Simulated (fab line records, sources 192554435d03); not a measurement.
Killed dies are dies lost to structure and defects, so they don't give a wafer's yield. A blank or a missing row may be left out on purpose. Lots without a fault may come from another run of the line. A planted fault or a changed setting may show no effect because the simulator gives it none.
Which tool did it? | flow n5_finfet | 9 lots, 24 wafers sampled, at 7 steps of a route of 1938

WHAT THE GAUGES READ, wafer by wafer
N5_FIN_SAQP_INSPECT_40: inspects for defects (brightfield).
lot  | measured    | on                | raw_defect_count
L508 | day 2 02:29 | defect_inspect-01 | 122 105 183
L510 | day 2 14:35 | defect_inspect-02 | 229 321
L512 | day 3 01:53 | defect_inspect-01 | 193 161
L513 | day 3 10:05 | defect_inspect-01 | 166 216 156
L515 | day 3 20:40 | defect_inspect-01 | 224 175 186
L516 | day 4 02:59 | defect_inspect-02 | 315 354 261
L528 | day 7 03:12 | defect_inspect-01 | 567 271 286
L529 | day 7 09:52 | defect_inspect-02 | 438 276 409
L531 | day 7 21:51 | defect_inspect-02 | 177 201

N5_FIN_CUT_INSPECT_10: inspects for defects (brightfield).
lot  | measured    | on                | raw_defect_count
L508 | day 2 02:53 | defect_inspect-02 | 28 30 45
L510 | day 2 14:58 | defect_inspect-01 | 29 44
L512 | day 3 02:19 | defect_inspect-02 | 30 30
L513 | day 3 10:37 | defect_inspect-01 | 36 33 32
L515 | day 3 21:03 | defect_inspect-02 | 41 41 50
L516 | day 4 03:30 | defect_inspect-02 | 59 46 46
L528 | day 7 03:43 | defect_inspect-01 | 327 53 54
L529 | day 7 10:25 | defect_inspect-01 | 281 41 307
L531 | day 7 22:22 | defect_inspect-02 | 36 43

N5_BEOL_M4_RC_MEAS_101.
lot  | measured     | on        | DIBL_N (mV/V)  | DIBL_P (mV/V)  | IOFF_N (nA/um)    | IOFF_P (nA/um) | ION_N (uA/um) | ION_P (uA/um) | SS_N (mV/dec)  | SS_P (mV/dec)  | VT_N (mV)   | VT_P (mV)
L508 | day 7 17:58  | prober-02 | 32.5 34.3 35.5 | 34.3 35.3 36.1 | 0.114 0.124 0.148 | 0.16 0.17 0.19 | 661 671 671   | 455 459 457   | 71.2 71.5 72.2 | 72.2 72.8 73.0 | 252 251 248 | -255 -252 -252
L510 | day 8 07:28  | prober-01 | 36.3 35.4      | 36.5 36.5      | 0.166 0.161       | 0.22 0.21      | 681 682       | 471 468       | 72.3 72.3      | 73.6 72.4      | 250 246     | -249 -252
L512 | day 9 01:26  | prober-01 | 38.3 36.6      | 36.7 35.7      | 0.177 0.146       | 0.25 0.21      | 682 673       | 462 465       | 72.0 71.5      | 73.4 73.1      | 245 249     | -245 -248
L513 | day 9 01:55  | prober-02 | 34.2 35.6 36.1 | 33.5 35.0 34.7 | 0.128 0.146 0.155 | 0.19 0.22 0.21 | 673 661 667   | 464 457 461   | 71.0 71.8 71.4 | 72.3 72.8 72.6 | 250 252 251 | -252 -249 -248
L515 | day 9 18:32  | prober-01 | 37.0 37.8 36.4 | 37.0 38.1 35.9 | 0.159 0.195 0.144 | 0.22 0.26 0.20 | 675 691 662   | 461 475 458   | 71.3 71.4 72.1 | 73.8 73.9 73.5 | 248 245 250 | -247 -244 -249
L516 | day 9 12:40  | prober-02 | 34.3 34.4 38.4 | 33.6 34.0 38.9 | 0.128 0.122 0.192 | 0.17 0.17 0.25 | 674 663 678   | 460 451 458   | 70.8 71.3 72.2 | 72.6 73.4 74.0 | 253 252 247 | -251 -254 -249
L528 | day 13 11:00 | prober-02 | 37.6 36.6 37.2 | 37.5 35.7 36.1 | 0.179 0.157 0.168 | 0.24 0.22 0.23 | 679 679 686   | 465 470 477   | 71.9 71.0 72.1 | 73.8 72.6 72.5 | 246 248 246 | -247 -249 -248
L529 | day 13 10:44 | prober-01 | 36.7 34.6 36.0 | 35.2 33.2 34.7 | 0.144 0.118 0.136 | 0.20 0.18 0.20 | 683 669 680   | 471 463 471   | 71.3 70.9 71.5 | 73.2 72.8 72.8 | 250 254 252 | -248 -251 -249
L531 | day 14 08:32 | prober-01 | 36.5 41.0      | 35.5 40.2      | 0.142 0.249       | 0.22 0.32      | 667 689       | 466 478       | 71.1 72.7      | 72.7 74.6      | 250 242     | -247 -245

WHICH TOOL RAN EACH LOT (tool, then ch and the chambers of the sampled wafers, then the start)
lot  | N5_FIN_SAQP_RECESS_63             | N5_FIN_SAQP_ETCH_34               | N5_FIN_SAQP_HM_CD_35   | N5_FIN_SAQP_FIN_ETCH_36
L508 | vapor_etch-01 ch 0, day 2 00:34   | rie_diel-02 ch 0,2, day 2 02:02   | cd_sem-01, day 2 02:11 | rie_si-05 ch 1,3, day 2 02:14
L510 | vapor_etch-01 ch 0,1, day 2 12:26 | rie_diel-02 ch 0,2, day 2 14:07   | cd_sem-03, day 2 14:16 | rie_si-05 ch 0,1, day 2 14:20
L512 | vapor_etch-02 ch 1, day 3 00:01   | rie_diel-01 ch 2,3, day 3 01:25   | cd_sem-03, day 3 01:34 | rie_si-05 ch 2, day 3 01:38
L513 | vapor_etch-01 ch 0,1, day 3 06:56 | rie_diel-05 ch 0,1,3, day 3 09:37 | cd_sem-03, day 3 09:46 | rie_si-05 ch 1,2,3, day 3 09:50
L515 | vapor_etch-02 ch 0,1, day 3 18:35 | rie_diel-05 ch 0,2,3, day 3 20:12 | cd_sem-03, day 3 20:21 | rie_si-01 ch 0,1,2, day 3 20:25
L516 | vapor_etch-02 ch 0,1, day 4 00:13 | rie_diel-01 ch 0,2,3, day 4 02:31 | cd_sem-01, day 4 02:40 | rie_si-05 ch 0,1,2, day 4 02:44
L528 | vapor_etch-01 ch 0,1, day 7 01:15 | rie_diel-01 ch 0,1,2, day 7 02:44 | cd_sem-03, day 7 02:53 | rie_si-06 ch 2,3, day 7 02:57
L529 | vapor_etch-01 ch 0,1, day 7 07:49 | rie_diel-02 ch 2,3, day 7 09:24   | cd_sem-02, day 7 09:33 | rie_si-05 ch 0,2,3, day 7 09:37
L531 | vapor_etch-02 ch 0, day 7 20:03   | rie_diel-01 ch 2, day 7 21:23     | cd_sem-01, day 7 21:32 | rie_si-05 ch 0,1, day 7 21:36
- N5_FIN_SAQP_RECESS_63: chemistry HF/NH3, target SiO2, target depth 18 nm, afs cycles 3, sublimation time 60 s.
- N5_FIN_SAQP_ETCH_34: etches SiO2 in C4F6/O2, target depth 45 nm, time 15 s.
- N5_FIN_SAQP_HM_CD_35: target cd 8 nm.
- N5_FIN_SAQP_FIN_ETCH_36: etches the open film in HBr/Cl2/O2, target depth 120 nm, time 50.4 s.

WHAT THE TOOLS THEMSELVES READ (means of the sampled wafers that have a number; where no wafer has one, the mark that the record gives instead)
N5_FIN_SAQP_RECESS_63.
lot  | tool          | drypump_motor_current_A (A)
L508 | vapor_etch-01 | 6.10
L510 | vapor_etch-01 | 5.97
L512 | vapor_etch-02 | 6.25
L513 | vapor_etch-01 | 6.01
L515 | vapor_etch-02 | 6.28
L516 | vapor_etch-02 | 6.28
L528 | vapor_etch-01 | 6.00
L529 | vapor_etch-01 | 5.90
L531 | vapor_etch-02 | 6.29

N5_FIN_SAQP_ETCH_34.
lot  | tool        | C4F6_flow_sccm (sccm) | drypump_motor_current_A (A) | etch_rf_on_time_s (s) | mfc_ar_sccm (sccm) | oes_product_au (a.u.) | rf_vpp_V (V) | showerhead_plenum_p_Torr (Torr) | throttle_valve_pct (%)
L508 | rie_diel-02 | 9.98                  | 6.2                         | 15.24                 | 298.9              | 0.66                  | 661          | 2.79                            | 21.21
L510 | rie_diel-02 | 10.02                 | 6.1                         | 15.05                 | 299.6              | 0.70                  | 664          | 2.83                            | 21.20
L512 | rie_diel-01 | 10.00                 | 5.7                         | 14.71                 | 298.4              | 0.76                  | 670          | 2.85                            | 21.16
L513 | rie_diel-05 | 9.99                  | 6.0                         | 14.87                 | 299.4              | 0.70                  | 676          | 2.88                            | 21.12
L515 | rie_diel-05 | 9.97                  | 5.8                         | 15.14                 | 301.8              | 0.73                  | 674          | 2.89                            | 21.05
L516 | rie_diel-01 | 9.98                  | 5.5                         | 14.73                 | 300.0              | 0.73                  | 675          | 2.86                            | 21.12
L528 | rie_diel-01 | 9.98                  | 5.2                         | 14.91                 | 300.3              | 0.65                  | 669          | 2.85                            | 21.33
L529 | rie_diel-02 | 9.98                  | 5.7                         | 14.72                 | 299.8              | 0.68                  | 655          | 2.90                            | 21.15
L531 | rie_diel-01 | 10.04                 | 5.2                         | 15.16                 | 300.0              | 0.65                  | 667          | 2.75                            | 21.46

N5_FIN_SAQP_HM_CD_35.
lot  | tool      | cd_nm (nm)
L508 | cd_sem-01 | 7.99
L510 | cd_sem-03 | 8.18
L512 | cd_sem-03 | 8.08
L513 | cd_sem-03 | 8.02
L515 | cd_sem-03 | 8.12
L516 | cd_sem-01 | 8.04
L528 | cd_sem-03 | 8.27
L529 | cd_sem-02 | 7.97
L531 | cd_sem-01 | 8.08

N5_FIN_SAQP_FIN_ETCH_36.
lot  | tool      | drypump_motor_current_A (A) | oes_product_au (a.u.) | throttle_valve_pct (%)
L508 | rie_si-05 | 5.9                         | 0.974                 | 36.05
L510 | rie_si-05 | 5.9                         | 0.988                 | 35.93
L512 | rie_si-05 | 5.9                         | 1.006                 | 35.82
L513 | rie_si-05 | 5.8                         | 0.987                 | 36.02
L515 | rie_si-01 | 5.9                         | 0.993                 | 35.72
L516 | rie_si-05 | 5.9                         | 1.001                 | 35.87
L528 | rie_si-06 | 5.6                         | 1.007                 | 36.08
L529 | rie_si-05 | 5.8                         | 1.011                 | 36.03
L531 | rie_si-05 | 5.9                         | 0.986                 | 35.93

THE ANSWER, worked out from the rows above alone
Rule: what is usual is taken from the lots themselves. Put in order of their means at a reading, lots are off if they are a third of the lots or fewer, leave a main group of 4 or more, and stand apart from it by a gap of 3 or more times the standard deviation of the main group's means; of several such gaps the widest counts. A main group whose means are all the same, to the digits that the tables above print for the reading, isn't used. A lot without any number at a reading at which 4 lots or more have one is off too. The other lots that the step has rows for count as sound. The gauges are gone through in route order, then the tools' own readings, and for those a lot's mean is taken as printed above. The first step at which some lot is off is used, and at that step the reading that is off furthest; a lot without a number counts as furthest.
Off: L528, L529, at N5_FIN_CUT_INSPECT_10 (raw_defect_count). The main group: mean 38, standard deviation 6.4.
A tool fits if, at a process step before that reading, it ran every lot that is off, and no sound lot after the first of them. The gauges at N5_FIN_CUT_INSPECT_10 are tried like those tools. Can't be told from this: 2 tools fit, vapor_etch-01 at N5_FIN_SAQP_RECESS_63, defect_inspect-01 at N5_FIN_CUT_INSPECT_10.

WHAT THE SIMULATOR HAD PUT IN
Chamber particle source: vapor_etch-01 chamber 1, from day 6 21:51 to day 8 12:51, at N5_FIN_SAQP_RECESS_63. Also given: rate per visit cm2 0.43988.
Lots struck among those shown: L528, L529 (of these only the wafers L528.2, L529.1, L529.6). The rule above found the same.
